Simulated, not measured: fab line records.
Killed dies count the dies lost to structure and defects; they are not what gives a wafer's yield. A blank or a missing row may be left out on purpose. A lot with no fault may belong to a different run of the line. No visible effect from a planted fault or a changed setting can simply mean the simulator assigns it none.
fab line records + flow nandHarc
record:
- lots: 15
- wafers: 45
- lastDay: 33
route steps=1302 shown P_M0@272 P_M1@292
lots that met no fault: taken from a fault-free run of the same line
startH: start of the lot's first displayed wafer, in hours after the record's first day + waitH: hours from the lot's prior step to this one + " the same as in the row above + L1.1+2: a single row standing in for several wafers + - no value, or no start was given + * or withheld: withheld + < > ~ a bound
route shown NAME@n: NAME is a module with steps in the file, n the number in the route of the first one + usual: mean/standard deviation taken from wafers without a fault + same: alike in all rows + chamber/n: place in a boat + sites: the reading at each site + _std_site: the standard deviation of these + _edge_site: the outer-site mean with the inner-site mean subtracted + radiusMm: for every site, how far away it sits from the centre of the wafer + mask NAME#n: copy n + behind: tool/chamber where the wafer was last shaped + hold: why the lot went on hold/how many hours it stayed there/how the hold came to an end + device: the n, p or np transistor that did not switch + end of line: the route-end tests of the same wafers + a step without rows: its recipe alone + killed: dies that structure and defects cost at the first sort, which is not the same as the wafer's yield + map: shows each die of a wafer: x if killed, . if not, _ if none is there
set.NAME: the setting the step ran with; set.NAME@STEP: the setting that earlier step ran with + model.NAME: the simulator's own value behind a step, which no gauge read
the route's steps for a sample of lots (tables are steps, rows are wafers)
services: from which hour (startH, from the record's first day; less than 0 if before it) a tool's chamber was out of use, for how many hours, and why
== steps ==
step: NHARC_P_M0_DEGAS_28
recipe:
- tempC: 250
- timeS: 60
usual:
- heaterPowerW: 325/27
| lot.wafer | tool          | chamber | startH | waitH | heaterPowerW |
|-----------|---------------|---------|--------|-------|--------------|
| L241.4    | pvdSputter-01 | -       | 132.70 | -     | 372          |
| L241.1    | "             | -       | "      | "     | 305          |
| L241.6    | "             | -       | "      | "     | 386          |
| L242.2    | pvdSputter-03 | -       | 133.82 | -     | 319          |
| L242.1    | "             | -       | "      | "     | 307          |
| L242.5    | "             | -       | "      | "     | 320          |
| L245.2    | pvdSputter-01 | -       | 165.31 | -     | 324          |
| L245.5    | "             | -       | "      | "     | 316          |
| L245.6    | "             | -       | "      | "     | 374          |
| L244.2    | pvdSputter-02 | -       | 165.43 | -     | 329          |
| L244.1    | "             | -       | "      | "     | 367          |
| L244.5    | "             | -       | "      | "     | 328          |
| L246.1    | pvdSputter-01 | -       | 178.19 | -     | 312          |
| L246.6    | "             | -       | "      | "     | 320          |
| L246.5    | "             | -       | "      | "     | 387          |
| L247.4    | pvdSputter-01 | -       | 193.57 | -     | 324          |
| L247.3    | "             | -       | "      | "     | 316          |
| L247.6    | "             | -       | "      | "     | 329          |
| L249.1    | pvdSputter-03 | -       | 206.85 | -     | 363          |
| L249.2    | "             | -       | "      | "     | 306          |
| L249.6    | "             | -       | "      | "     | 366          |
| L250.2    | pvdSputter-03 | -       | 213.86 | -     | 308          |
| L250.1    | "             | -       | "      | "     | 358          |
| L250.6    | "             | -       | "      | "     | 308          |
| L252.4    | pvdSputter-02 | -       | 238.08 | -     | 322          |
| L252.2    | "             | -       | "      | "     | 330          |
| L252.6    | "             | -       | "      | "     | 360          |
| L253.4    | pvdSputter-01 | -       | 238.54 | -     | 318          |
| L253.3    | "             | -       | "      | "     | 375          |
| L253.6    | "             | -       | "      | "     | 311          |
| L254.4    | pvdSputter-02 | -       | 264.58 | -     | 325          |
| L254.1    | "             | -       | "      | "     | 310          |
| L254.3    | "             | -       | "      | "     | 347          |
| L261.2    | pvdSputter-03 | -       | 324.39 | -     | 282          |
| L261.1    | "             | -       | "      | "     | 309          |
| L261.5    | "             | -       | "      | "     | 360          |
| L262.1    | pvdSputter-02 | -       | 339.65 | -     | 331          |
| L262.4    | "             | -       | "      | "     | 303          |
| L262.5    | "             | -       | "      | "     | 317          |
| L263.3    | pvdSputter-01 | -       | 344.04 | -     | 322          |
| L263.2    | "             | -       | "      | "     | 374          |
| L263.4    | "             | -       | "      | "     | 309          |
| L264.3    | pvdSputter-02 | -       | 348.48 | -     | 319          |
| L264.1    | "             | -       | "      | "     | 320          |
| L264.6    | "             | -       | "      | "     | 299          |
step: NHARC_P_M0_ANNEAL_30
recipe:
- tempC: 225
- timeS: 90
usual:
- wafer_temp_C_max: 226.16/0.25
| lot.wafer | tool         | chamber | startH | waitH | wafer_temp_C_max |
|-----------|--------------|---------|--------|-------|------------------|
| L241.1    | rtpAnneal-02 | 0       | 133.44 | 0.3   | 226.45           |
| L241.4    | "            | 0       | "      | "     | 226.38           |
| L241.6    | "            | 0       | "      | "     | 226.36           |
| L242.1    | rtpAnneal-01 | 0       | 134.59 | -     | 226.01           |
| L242.2    | "            | 0       | "      | "     | 226.13           |
| L242.5    | "            | 0       | "      | "     | 226.55           |
| L245.2    | rtpAnneal-01 | 0       | 166.13 | -     | 225.86           |
| L245.5    | "            | 0       | "      | "     | 226.13           |
| L245.6    | "            | 0       | "      | "     | 226.35           |
| L244.1    | rtpAnneal-02 | 0       | 166.38 | 0.3   | 226.67           |
| L244.2    | "            | 0       | "      | "     | 226.21           |
| L244.5    | "            | 0       | "      | "     | 226.52           |
| L246.1    | rtpAnneal-01 | 0       | 178.91 | -     | 225.78           |
| L246.5    | "            | 0       | "      | "     | 226.10           |
| L246.6    | "            | 0       | "      | "     | 225.90           |
| L247.3    | rtpAnneal-01 | 0       | 194.42 | 0.3   | 225.98           |
| L247.4    | "            | 0       | "      | "     | 225.82           |
| L247.6    | "            | 0       | "      | "     | 225.91           |
| L249.1    | rtpAnneal-01 | 0       | 207.61 | -     | 225.95           |
| L249.2    | "            | 0       | "      | "     | 225.89           |
| L249.6    | "            | 0       | "      | "     | 226.07           |
| L250.1    | rtpAnneal-01 | 0       | 214.60 | -     | 226.15           |
| L250.2    | "            | 0       | "      | "     | 225.70           |
| L250.6    | "            | 0       | "      | "     | 225.84           |
| L252.2    | rtpAnneal-01 | 0       | 238.88 | 0.3   | 226.46           |
| L252.4    | "            | 0       | "      | "     | 225.91           |
| L252.6    | "            | 0       | "      | "     | 225.95           |
| L253.3    | rtpAnneal-02 | 0       | 239.37 | 0.3   | 225.89           |
| L253.4    | "            | 0       | "      | "     | 226.16           |
| L253.6    | "            | 0       | "      | "     | 226.02           |
| L254.1    | rtpAnneal-01 | 0       | 265.42 | 0.3   | 226.32           |
| L254.3    | "            | 0       | "      | "     | 226.29           |
| L254.4    | "            | 0       | "      | "     | 226.52           |
| L261.1    | rtpAnneal-02 | 0       | 325.18 | 0.3   | 226.31           |
| L261.2    | "            | 0       | "      | "     | 226.52           |
| L261.5    | "            | 0       | "      | "     | 226.17           |
| L262.1    | rtpAnneal-01 | 0       | 340.42 | 0.4   | 226.64           |
| L262.4    | "            | 0       | "      | "     | 226.38           |
| L262.5    | "            | 0       | "      | "     | 226.32           |
| L263.2    | rtpAnneal-01 | 0       | 344.82 | 0.4   | 225.99           |
| L263.3    | "            | 0       | "      | "     | 226.07           |
| L263.4    | "            | 0       | "      | "     | 225.96           |
| L264.1    | rtpAnneal-01 | 0       | 349.21 | -     | 226.09           |
| L264.3    | "            | 0       | "      | "     | 226.12           |
| L264.6    | "            | 0       | "      | "     | 226.24           |
step: NHARC_P_M0_INSPECT_27
usual:
- rawDefectCount: 243/89
| lot.wafer | tool             | chamber | startH | waitH | rawDefectCount |
|-----------|------------------|---------|--------|-------|----------------|
| L241.1    | defectInspect-01 | -       | 134.27 | 0.0   | 121            |
| L241.4    | "                | -       | "      | "     | 204            |
| L241.6    | "                | -       | "      | "     | 215            |
| L242.1    | defectInspect-02 | -       | 135.40 | 0.0   | 156            |
| L242.2    | "                | -       | "      | "     | 162            |
| L242.5    | "                | -       | "      | "     | 298            |
| L245.2    | defectInspect-02 | -       | 166.89 | 0.0   | 209            |
| L245.5    | "                | -       | "      | "     | 233            |
| L245.6    | "                | -       | "      | "     | 278            |
| L244.1    | defectInspect-02 | -       | 167.20 | 0.0   | 347            |
| L244.2    | "                | -       | "      | "     | 371            |
| L244.5    | "                | -       | "      | "     | 223            |
| L246.1    | defectInspect-02 | -       | 179.72 | 0.0   | 166            |
| L246.5    | "                | -       | "      | "     | 224            |
| L246.6    | "                | -       | "      | "     | 100            |
| L247.3    | defectInspect-01 | -       | 195.13 | 0.0   | 188            |
| L247.4    | "                | -       | "      | "     | 205            |
| L247.6    | "                | -       | "      | "     | 147            |
| L249.1    | defectInspect-02 | -       | 208.43 | 0.0   | 164            |
| L249.2    | "                | -       | "      | "     | 258            |
| L249.6    | "                | -       | "      | "     | 203            |
| L250.1    | defectInspect-02 | -       | 215.42 | 0.0   | 418            |
| L250.2    | "                | -       | "      | "     | 213            |
| L250.6    | "                | -       | "      | "     | 210            |
| L252.2    | defectInspect-02 | -       | 239.67 | 0.0   | 131            |
| L252.4    | "                | -       | "      | "     | 226            |
| L252.6    | "                | -       | "      | "     | 339            |
| L253.3    | defectInspect-01 | -       | 240.11 | 0.0   | 231            |
| L253.4    | "                | -       | "      | "     | 227            |
| L253.6    | "                | -       | "      | "     | 191            |
| L254.1    | defectInspect-01 | -       | 266.23 | 0.0   | 237            |
| L254.3    | "                | -       | "      | "     | 342            |
| L254.4    | "                | -       | "      | "     | 409            |
| L261.1    | defectInspect-01 | -       | 326.00 | 0.0   | 442            |
| L261.2    | "                | -       | "      | "     | 323            |
| L261.5    | "                | -       | "      | "     | 394            |
| L262.1    | defectInspect-01 | -       | 341.24 | 0.0   | 269            |
| L262.4    | "                | -       | "      | "     | 318            |
| L262.5    | "                | -       | "      | "     | 438            |
| L263.2    | defectInspect-01 | -       | 345.58 | 0.0   | 188            |
| L263.3    | "                | -       | "      | "     | 140            |
| L263.4    | "                | -       | "      | "     | 103            |
| L264.1    | defectInspect-01 | -       | 350.04 | 0.0   | 280            |
| L264.3    | "                | -       | "      | "     | 243            |
| L264.6    | "                | -       | "      | "     | 259            |
step: NHARC_P_M1_EXPOSE_06
recipe:
- na: 1.35
- targetCdNm: 130
- doseMj: 81.88
- maskId: P_M1
usual:
- exposureDoseMJCm2: 81.89/0.082
- focusOffsetNm: 0.0/0.54
| lot.wafer | tool           | chamber | startH | waitH | mask   | exposureDoseMJCm2 | focusOffsetNm |
|-----------|----------------|---------|--------|-------|--------|-------------------|---------------|
| L241.1    | arfiScanner-01 | 0       | 135.39 | -     | P_M1#0 | 82.01             | 0.7           |
| L241.4    | "              | 0       | "      | "     | P_M1#0 | 81.85             | -0.3          |
| L241.6    | "              | 0       | "      | "     | P_M1#0 | 81.98             | 0.3           |
| L242.1    | arfiScanner-03 | 0       | 136.65 | -     | P_M1#0 | 81.96             | -0.1          |
| L242.2    | "              | 0       | "      | "     | P_M1#0 | 81.95             | -0.1          |
| L242.5    | "              | 0       | "      | "     | P_M1#0 | 81.97             | 0.5           |
| L245.2    | arfiScanner-03 | 0       | 168.01 | -     | P_M1#0 | 81.97             | -0.4          |
| L245.5    | "              | 0       | "      | "     | P_M1#0 | 81.91             | -0.3          |
| L245.6    | "              | 0       | "      | "     | P_M1#0 | 81.94             | -0.1          |
| L244.1    | arfiScanner-03 | 0       | 168.32 | -     | P_M1#0 | 81.88             | -0.1          |
| L244.2    | "              | 0       | "      | "     | P_M1#0 | 81.88             | 0.3           |
| L244.5    | "              | 0       | "      | "     | P_M1#0 | 81.94             | 0.8           |
| L246.1    | arfiScanner-03 | 0       | 180.86 | -     | P_M1#0 | 81.86             | 0.2           |
| L246.5    | "              | 0       | "      | "     | P_M1#0 | 81.79             | 0.2           |
| L246.6    | "              | 0       | "      | "     | P_M1#0 | 81.81             | 0.3           |
| L247.3    | arfiScanner-02 | 0       | 196.26 | -     | P_M1#0 | 81.99             | -0.1          |
| L247.4    | "              | 0       | "      | "     | P_M1#0 | 81.91             | -0.7          |
| L247.6    | "              | 0       | "      | "     | P_M1#0 | 82.02             | 1.0           |
| L249.1    | arfiScanner-01 | 0       | 209.66 | -     | P_M1#0 | 81.88             | -0.1          |
| L249.2    | "              | 0       | "      | "     | P_M1#0 | 81.93             | 0.8           |
| L249.6    | "              | 0       | "      | "     | P_M1#0 | 81.92             | 0.4           |
| L250.1    | arfiScanner-01 | 0       | 216.55 | -     | P_M1#0 | 81.91             | 0.9           |
| L250.2    | "              | 0       | "      | "     | P_M1#0 | 81.85             | 1.1           |
| L250.6    | "              | 0       | "      | "     | P_M1#0 | 81.97             | 0.3           |
| L252.2    | arfiScanner-03 | -       | 240.80 | -     | P_M1#0 | -                 | -             |
| L252.4    | "              | -       | "      | "     | P_M1#0 | -                 | -             |
| L252.6    | "              | -       | "      | "     | P_M1#0 | -                 | -             |
| L253.3    | arfiScanner-01 | -       | 241.38 | -     | P_M1#0 | -                 | -             |
| L253.4    | "              | -       | "      | "     | P_M1#0 | -                 | -             |
| L253.6    | "              | -       | "      | "     | P_M1#0 | -                 | -             |
| L254.1    | arfiScanner-03 | -       | 267.49 | -     | P_M1#0 | -                 | -             |
| L254.3    | "              | -       | "      | "     | P_M1#0 | -                 | -             |
| L254.4    | "              | -       | "      | "     | P_M1#0 | -                 | -             |
| L261.1    | arfiScanner-03 | 0       | 327.25 | -     | P_M1#0 | 81.90             | 0.2           |
| L261.2    | "              | 0       | "      | "     | P_M1#0 | 81.87             | 0.1           |
| L261.5    | "              | 0       | "      | "     | P_M1#0 | 81.97             | -0.3          |
| L262.1    | arfiScanner-03 | 0       | 342.38 | -     | P_M1#0 | 81.88             | 0.8           |
| L262.4    | "              | 0       | "      | "     | P_M1#0 | 81.87             | 0.2           |
| L262.5    | "              | 0       | "      | "     | P_M1#0 | 81.90             | 0.3           |
| L263.2    | arfiScanner-02 | 0       | 346.99 | -     | P_M1#0 | 81.88             | -0.9          |
| L263.3    | "              | 0       | "      | "     | P_M1#0 | 81.86             | 0.5           |
| L263.4    | "              | 0       | "      | "     | P_M1#0 | 81.86             | 0.2           |
| L264.1    | arfiScanner-03 | 0       | 351.27 | -     | P_M1#0 | 81.83             | -0.5          |
| L264.3    | "              | 0       | "      | "     | P_M1#0 | 81.95             | -0.2          |
| L264.6    | "              | 0       | "      | "     | P_M1#0 | 81.85             | 0.0           |
== services ==
| tool           | chamber | startH | hours | kind   |
|----------------|---------|--------|-------|--------|
| pvdSputter-03  | -       | 112.36 | 5.6   | repair |
| arfiScanner-03 | -       | 113.61 | 17.2  | repair |
| arfiScanner-02 | -       | 140.00 | 4.0   | pm     |
| arfiScanner-02 | -       | 148.48 | 0.5   | repair |
| pvdSputter-02  | -       | 157.18 | 0.9   | repair |
| arfiScanner-03 | -       | 160.16 | 1.5   | repair |
| arfiScanner-02 | -       | 167.92 | 0.8   | repair |
| pvdSputter-03  | -       | 170.08 | 10.0  | pm     |
| arfiScanner-03 | -       | 196.00 | 4.0   | pm     |
| arfiScanner-03 | -       | 204.48 | 0.5   | repair |
| pvdSputter-01  | -       | 212.40 | 9.8   | repair |
| pvdSputter-01  | -       | 226.00 | 10.0  | pm     |
| arfiScanner-02 | -       | 234.86 | 27.8  | repair |
| pvdSputter-02  | -       | 239.30 | 0.6   | repair |
| arfiScanner-03 | -       | 242.85 | 0.8   | repair |
| arfiScanner-01 | -       | 252.00 | 4.0   | pm     |
| pvdSputter-02  | -       | 282.00 | 10.0  | pm     |
| pvdSputter-03  | -       | 297.75 | 0.8   | repair |
| arfiScanner-03 | -       | 299.28 | 1.4   | repair |
| arfiScanner-02 | -       | 305.31 | 17.5  | repair |
| arfiScanner-02 | -       | 322.82 | 4.0   | pm     |
| pvdSputter-03  | -       | 348.08 | 10.0  | pm     |
== key ==
firstSign:
- step: NHARC_P_M1_EXPOSE_06
- reading: toolRecord
- direction: missing
effect none on later readings
metAt NHARC_P_M1_EXPOSE_06
struckLots L252,L253,L254
laterRowsLeftOut L252.2,L252.4,L252.6,L253.3,L253.4,L253.6,L254.1,L254.3,L254.4
sortLeftOut L252.2,L252.4,L252.6,L253.3,L253.4,L253.6,L254.1,L254.3,L254.4
notActingAt NHARC_P_M0_DEGAS_28,NHARC_P_M0_ANNEAL_30,NHARC_P_M0_INSPECT_27
onsetBetween 216.55 240.80
fault:
- kind: skippedStepWhole
- tool: arfiScanner-01,arfiScanner-03
- chamber: -
- onsetH: 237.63
- steps: NHARC_P_M1_EXPOSE_06
- scope: struckLotsOnly
sortLeftOut: the simulated sort isn't trusted on such a fault, so these wafers' sort isn't shown, and their yield isn't known
laterRowsLeftOut: the simulator's readings of these wafers behind a module that went badly wrong aren't trusted and aren't shown, but for the sort
